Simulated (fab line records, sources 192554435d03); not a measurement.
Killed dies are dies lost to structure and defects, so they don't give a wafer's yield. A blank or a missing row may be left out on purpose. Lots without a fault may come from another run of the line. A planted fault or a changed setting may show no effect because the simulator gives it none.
fab line records | flow n5_finfet
record lots=11 wafers=32 last_day=18
route steps=1938 shown BEOL_M11@1575 PASSIVATION@1936
lots that met no fault: from a run of the same line without faults
start_h: hours from the record's first day to the start of the lot's first wafer shown | wait_h: hours since the lot's step before | " the same as in the row above | L1.1+2: a row that stands for several wafers | - no value, or no start given | * or withheld: withheld | < > ~ a bound
route shown NAME@n: a module of which the file shows steps, and the number in the route of the first | usual: mean/standard deviation of fault-free wafers | same: alike in all rows | chamber/n: place in a boat | sites: the reading at each site | _std_site: their standard deviation | _edge_site: outer sites' mean less inner sites' | radius_mm: how far each site lies from the wafer's centre | mask NAME#n: copy n | behind: the tool/chamber that last shaped the wafer | hold: why the lot was held/for how many hours/how that ended | device: the transistor (n, p or np) that didn't switch | end of line: the same wafers' tests at the end of the route | a step without rows: its recipe alone | killed: dies lost to structure and defects at the first sort, not the wafer's yield | map: a wafer's dies, x killed, . not, _ none there
set.NAME: the setting as run; set.NAME@STEP: as run at that earlier step | model.NAME: the simulator's own value behind a step, which no gauge read
steps of the route over a sample of lots; a table a step, a row a wafer
services: from which hour (start_h, from the record's first day; less than 0 if before it) a tool's chamber was out of use, for how many hours, and why
## steps
# step N5_BEOL_M11_VIA_ETCH_34
# recipe chemistry=C4F6/O2 target=SiCOH_lowk target_depth_a=1845 mask_material=SOC taper_deg=4 time_s=69.2 ion_energy_ev=250 pressure_mtorr=30 source_w=345 bias_w=185 Ar_flow_sccm=300 C4F6_flow_sccm=10 O2_flow_sccm=10
# usual bias_w=185.0/0.54 drypump_motor_current_A=5.6/0.4 oes_product_au=0.78/0.092 rf_fwd_power_W=342.4/1.4 rf_vpp_V=665/18 showerhead_plenum_p_Torr=2.86/0.085 throttle_valve_pct=20.98/0.23
# columns lot.wafer tool chamber start_h wait_h bias_w drypump_motor_current_A oes_product_au rf_fwd_power_W rf_hours_counter_h rf_vpp_V showerhead_plenum_p_Torr throttle_valve_pct
L624.1 rie_diel-02 0 255.76 0.0 184.2 5.6 0.78 344.8 121 698 2.74 20.79
L624.2 " 1 " " 185.1 6.5 0.71 342.2 218 669 2.82 20.97
L624.4 " 1 " " 185.6 6.5 0.71 341.7 - 667 2.82 20.98
L621.3 rie_diel-03 2 255.93 0.0 185.8 5.6 0.82 342.2 99 672 2.89 20.83
L621.4 " 0 " " 185.8 5.6 0.91 342.1 29 684 2.79 20.58
L621.6 " 0 " " 185.1 5.6 0.92 343.2 - 684 2.79 20.60
L626.2 rie_diel-03 0 276.50 0.0 185.3 5.6 0.90 341.7 36 684 2.79 20.59
L626.5 " 3 " " 184.4 6.0 0.75 342.7 - 637 2.84 21.04
L626.6 " 0 " " 185.8 5.6 0.89 342.8 - 684 2.79 20.57
L625.1 rie_diel-02 0 284.57 0.0 184.9 5.6 0.78 342.9 132 697 2.74 20.79
L625.5 " 2 " " 184.4 5.4 0.72 342.2 - 679 2.95 20.76
L625.6 " 1 " " 184.1 6.5 0.70 341.9 - 668 2.82 20.99
L636.2 rie_diel-04 1 327.60 0.0 185.1 5.7 0.66 343.9 253 664 2.83 21.52
L636.3 " 2 " " 184.8 5.6 0.78 342.3 127 665 3.01 21.13
L636.6 " 3 " " 185.0 5.2 0.67 343.7 - 657 2.95 21.27
L638.1 rie_diel-04 0 354.05 0.0 186.2 6.1 0.91 341.8 10 641 2.90 20.78
L638.4 " 1 " " 184.3 5.8 1.00 341.0 - 664 2.83 21.09
L638.5 " 2 " " 184.7 5.6 0.77 344.3 - 665 3.01 21.14
L639.2 rie_diel-02 3 364.76 0.0 184.8 5.1 0.91 339.7 33 633 2.82 20.95
L639.3 " 0 " " 185.5 5.5 0.76 343.6 154 696 2.73 20.84
L643.2 rie_diel-02 3 372.83 0.0 184.8 5.1 0.89 339.6 36 631 2.82 20.95
L643.3 " 2 " " 184.8 5.4 0.69 343.8 226 678 2.93 20.81
L643.5 " 3 " " 185.7 5.1 0.89 339.1 - 633 2.82 20.96
L640.1 rie_diel-02 0 383.05 0.0 184.8 5.5 0.75 342.6 161 696 2.73 20.84
L640.4 " 3 " " 184.1 5.1 0.90 339.4 40 633 2.81 20.98
L640.5 " 0 " " 184.9 5.5 0.76 342.8 - 696 2.73 20.84
L642.1 rie_diel-03 0 383.52 0.0 185.3 5.6 0.86 341.2 65 682 2.77 20.64
L642.3 " 3 " " 184.4 6.0 0.74 343.0 205 635 2.82 21.10
L642.6 " 0 " " 184.5 5.5 0.85 341.3 - 683 2.77 20.62
L641.1 rie_diel-02 2 401.90 0.0 183.9 5.3 0.69 342.6 236 679 2.93 20.84
L641.3 " 3 " " 185.7 5.0 0.88 340.7 47 633 2.81 20.97
L641.5 " 0 " " 185.3 5.5 0.75 343.8 - 695 2.72 20.86
# step N5_BEOL_M11_OCD_MEAS_38
# usual trench_depth_nm=148/3.2
# columns lot.wafer tool chamber start_h wait_h trench_depth_nm
L624.1 ocd-01 - 256.04 - 148
L624.2 " - " " 148
L624.4 " - " " 147
L621.3 ocd-02 - 256.21 - 149
L621.4 " - " " 150
L621.6 " - " " 151
L626.2 ocd-02 - 276.78 - 150
L626.5 " - " " 145
L626.6 " - " " 150
L625.1 ocd-02 - 284.85 - 147
L625.5 " - " " 146
L625.6 " - " " 145
L636.2 ocd-01 - 327.89 - 145
L636.3 " - " " 150
L636.6 " - " " 149
L638.1 ocd-01 - 354.33 - 146
L638.4 " - " " 150
L638.5 " - " " 151
L639.2 ocd-02 - 365.04 - 151
L639.3 " - " " 147
L643.2 ocd-02 - 373.12 - 152
L643.3 " - " " 144
L643.5 " - " " 153
L640.1 ocd-01 - 383.34 - 147
L640.4 " - " " 151
L640.5 " - " " 148
L642.1 ocd-02 - 383.81 - 153
L642.3 " - " " 148
L642.6 " - " " 153
L641.1 ocd-01 - 402.19 - 147
L641.3 " - " " 155
L641.5 " - " " 150
# step N5_BEOL_M11_DEGAS_44
# recipe ambient=vacuum temp_c=250 time_s=60
# usual heater_power_w=333/20
# columns lot.wafer tool chamber start_h wait_h heater_power_w
L624.1 pvd_sputter-03 - 256.71 0.4 334
L624.2 " - " " 353
L624.4 " - " " 297
L621.3 pvd_sputter-03 - 256.79 0.2 294
L621.4 " - " " 344
L621.6 " - " " 351
L626.2 pvd_sputter-03 - 279.12 2.0 347
L626.5 " - " " 340
L626.6 " - " " 296
L625.1 pvd_sputter-02 - 285.82 0.6 329
L625.5 " - " " 353
L625.6 " - " " 320
L636.2 pvd_sputter-03 - 328.41 0.2 336
L636.3 " - " " 353
L636.6 " - " " 340
L638.1 pvd_sputter-02 - 355.22 0.6 331
L638.4 " - " " 351
L638.5 " - " " 335
L639.2 pvd_sputter-02 - 365.82 0.3 330
L639.3 " - " " 334
L643.2 pvd_sputter-02 - 374.27 0.2 337
L643.3 " - " " 339
L643.5 " - " " 327
L640.1 pvd_sputter-02 - 384.21 0.4 350
L640.4 " - " " 322
L640.5 " - " " 323
L642.1 pvd_sputter-02 - 384.61 0.5 333
L642.3 " - " " 338
L642.6 " - " " 321
L641.1 pvd_sputter-02 - 403.02 0.6 336
L641.3 " - " " 340
L641.5 " - " " 330
# step N5_BEOL_M11_CVD_75
# recipe material=Co target_thk_a=20 temp_c=withheld precursor=CCTBA/H2 pressure_torr=30 time_s=138.9
# usual run_length_s=161.8/0.62
# columns lot.wafer tool chamber start_h wait_h run_length_s
L624.1 cvd_co-02 2 257.35 0.1 162.8
L624.2 " 1 " " 160.9
L624.4 " 2 " " 162.5
L621.3 cvd_co-02 2 257.44 0.2 162.0
L621.4 " 1 " " 161.2
L621.6 " 0 " " 161.6
L626.2 cvd_co-01 1 279.63 0.1 163.3
L626.5 " 0 " " 82.0
L626.6 " 1 " " 162.4
L625.1 cvd_co-01 1 287.43 0.3 162.5
L625.5 " 1 " " 83.4
L625.6 " 2 " " 161.3
L636.2 cvd_co-02 0 328.98 0.1 162.4
L636.3 " 2 " " 162.2
L636.6 " 1 " " 161.1
L638.1 cvd_co-02 2 355.86 0.1 162.4
L638.4 " 1 " " 161.7
L638.5 " 0 " " 161.7
L639.2 cvd_co-02 1 366.51 0.3 161.9
L639.3 " 2 " " 162.3
L643.2 cvd_co-01 2 375.08 0.1 160.9
L643.3 " 1 " " 162.5
L643.5 " 1 " " 162.7
L640.1 cvd_co-02 1 384.72 0.1 161.4
L640.4 " 2 " " 162.2
L640.5 " 0 " " 161.4
L642.1 cvd_co-01 0 385.09 0.0 161.7
L642.3 " 2 " " 160.8
L642.6 " 0 " " 161.5
L641.1 cvd_co-01 2 403.47 0.0 161.1
L641.3 " 1 " " 162.7
L641.5 " 2 " " 161.8
# step N5_PASSIVATION_PROBE_49
# usual defect_limited_yield=91.0/1.4 killed_at_M0_to_M3=36/9.6 killed_at_M4_up=14/6.1 killed_at_contacts=13/6.6 killed_at_front_end=40/11 killed_at_other=3.2/2.9 killed_dies=106/17 killed_open=71/12 killed_short=33/7.3 sort_bin_4_leakage=0.02/0.11 sort_bin_5_function=5.3/1 sort_bin_6_memory=3.4/0.68 sort_n_pass=1073/19 sort_yield_pct=91.0/1.6
# same gross_dies=1180 killed_at_back_side=0 sort_bin_8_speed[%]=0
# columns lot.wafer tool chamber start_h wait_h defect_limited_yield[%] killed_at_M0_to_M3 killed_at_M4_up killed_at_contacts killed_at_front_end killed_at_other killed_dies killed_open killed_short sort_bin_4_leakage[%] sort_bin_5_function[%] sort_bin_6_memory[%] sort_n_pass sort_yield_pct[%]
L625.6 prober-01 - 327.44 0.3 86.4 28 14 14 104 0 160 69 30 0 10.1 3.5 1020 86.4
# killed by level:class
L625.6 FIN_CUT:area_etch=61 STI_FIN_REVEAL:geometric_particle:open=13 MOL_CONTACT_COAG:geometric_particle:open=10 BEOL_M3:geometric_particle:open=9 BEOL_M0_SAQP:geometric_particle:open=6 BEOL_M0_SAQP:geometric_particle:short=6 BEOL_M4:geometric_particle:open=6 FIN_SAQP:geometric_particle:short=5
## services
# columns tool chamber start_h hours kind
rie_diel-02 3 250.70 - clean
rie_diel-02 3 250.70 - consumable_replace:focus_ring
rie_diel-02 3 250.70 20.8 scheduled_down
rie_diel-02 3 250.70 20.8 vent_cycle
rie_diel-04 0 303.96 - clean
rie_diel-04 0 303.96 - consumable_replace:focus_ring
rie_diel-04 0 303.96 25.1 scheduled_down
rie_diel-02 1 325.70 5.8 repair
cvd_co-02 1 333.33 - clean
cvd_co-02 1 333.33 22.0 scheduled_down
cvd_co-02 1 333.33 22.0 vent_cycle
rie_diel-02 - 336.72 1.5 repair
rie_diel-02 0 338.68 16.4 repair
cvd_co-02 - 343.91 0.6 repair
rie_diel-02 1 345.34 5.4 repair
rie_diel-03 1 345.36 16.0 repair
cvd_co-01 - 358.70 1.3 repair
rie_diel-02 1 363.68 - clean
rie_diel-02 1 363.68 - consumable_replace:focus_ring
rie_diel-02 1 363.68 18.1 scheduled_down
rie_diel-02 1 363.68 18.1 vent_cycle
rie_diel-03 0 377.86 4.7 repair
pvd_sputter-03 - 386.79 2.2 repair
pvd_sputter-02 - 391.45 3.8 repair
## key
first_sign step=N5_BEOL_M11_CVD_75 reading=run_length_s direction=down sigmas=99+ usual=* struck=*
effect none on later readings
met_at N5_BEOL_M11_CVD_75
struck_lots L625,L626
struck_wafers L625.5,L626.5
baseline_loss step=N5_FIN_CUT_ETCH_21 wafers=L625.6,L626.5
not_acting_at N5_BEOL_M11_VIA_ETCH_34,N5_BEOL_M11_OCD_MEAS_38,N5_BEOL_M11_DEGAS_44
fault kind=process_parameter_drift tool=cvd_co-01 chamber=- onset_h=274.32 steps=N5_BEOL_M11_CVD_75 channel=time_s offset=* shape=step end_h=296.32 scope=struck_wafers_only acts_in=* stated=*
# baseline_loss: these wafers lose ten dies or more at that step, a loss of the line's own and not of a fault; the sort's usual values leave them out
